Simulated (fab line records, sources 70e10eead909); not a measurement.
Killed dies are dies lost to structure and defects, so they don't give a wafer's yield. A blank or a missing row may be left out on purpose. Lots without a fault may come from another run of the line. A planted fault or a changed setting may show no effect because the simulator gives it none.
One fault seen from 3 desks | flow nand_harc | each desk has only its own numbers; what lay behind them comes last

THE DEFECT DESK
What the inspections along the route counted, lot by lot: means of the sampled wafers that have a number. A lot is out of limits, marked OUT, if its mean lies more than 4 standard deviations from the usual mean; the brackets give that distance.
Columns: A = raw_defect_count at NHARC_P_CONTACT_INSPECT_27, usual 291
lot  | first seen here | A
L318 | day 5 18:53     | 349
L320 | day 6 05:29     | 168
L321 | day 6 15:32     | 607
L322 | day 6 23:10     | 190
L328 | day 8 19:26     | 293
L335 | day 9 19:25     | 345
L333 | day 9 19:56     | 224
L336 | day 10 04:30    | 336
L337 | day 10 05:50    | 265
L338 | day 10 21:26    | 293
L339 | day 11 01:29    | 195
L341 | day 11 02:33    | 176
L340 | day 11 03:02    | 237
This desk's finding: nothing out of limits on any of the 13 lots.

THE TOOL OWNER'S DESK: arfi_scanner-01
The tool's own readings at NHARC_P_M0_EXPOSE_06 (exposes mask P M0, target cd 90 nm): means of the sampled wafers that have a number, for each lot that ran on this tool. A lot is out of limits, marked OUT, if its mean lies more than 4 standard deviations from the usual mean; the brackets give that distance.
Columns: A = exposure_dose_mJ_cm2 at NHARC_P_M0_EXPOSE_06, usual 81.27
lot  | first seen here | A
L321 | day 6 16:10     | 81.26
L322 | day 6 23:49     | 81.23
L328 | day 8 20:11     | 83.48 (+27) OUT
L340 | day 11 03:49    | 81.24
This desk's finding: out of limits on L328; first on L328, day 8 20:11 (exposure_dose_mJ_cm2 at NHARC_P_M0_EXPOSE_06). In limits: L321, L322, L340.

THE METROLOGY DESK
What the gauges read, lot by lot, whatever tool the lot ran on: means of the sampled wafers that have a number. A lot is out of limits, marked OUT, if its mean lies more than 4 standard deviations from the usual mean; the brackets give that distance.
Columns: A = cd_nm at NHARC_P_M0_CD_MEAS_09, usual 90.1 nm
lot  | first seen here | A
L318 | day 5 19:40     | 90.4
L320 | day 6 06:24     | 90.1
L321 | day 6 16:18     | 90.0
L322 | day 6 23:58     | 90.1
L328 | day 8 20:20     | 87.0 (-7.9) OUT
L335 | day 9 20:18     | 90.7
L333 | day 9 20:50     | 89.9
L336 | day 10 05:17    | 89.9
L337 | day 10 06:37    | 90.2
L338 | day 10 22:13    | 89.8
L339 | day 11 02:23    | 90.3
L341 | day 11 03:27    | 89.9
L340 | day 11 03:56    | 90.2
This desk's finding: out of limits on L328; first on L328, day 8 20:20 (cd_nm at NHARC_P_M0_CD_MEAS_09). In limits: L318, L320, L321, L322, L335, L333, L336, L337, L338, L339, L341, L340.

PUT TOGETHER
The tool owner's desk could have raised an alarm at day 8 20:11, on L328.
The metrology desk could have raised an alarm at day 8 20:20, on L328.
The defect desk saw nothing out of limits.
The defect desk has L328 on record, within its limits.
Of the lots named, all ran NHARC_P_M0_EXPOSE_06 on arfi_scanner-01.

WHAT THE SIMULATOR HAD PUT IN
Process parameter drift: arfi_scanner-01, from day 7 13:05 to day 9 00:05, at NHARC_P_M0_EXPOSE_06. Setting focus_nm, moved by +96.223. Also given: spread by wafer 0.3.
Lots struck among those shown: L328.
Hours from the fault's start to each desk's first reading out of limits: the tool owner's desk, 31; the metrology desk, 31.
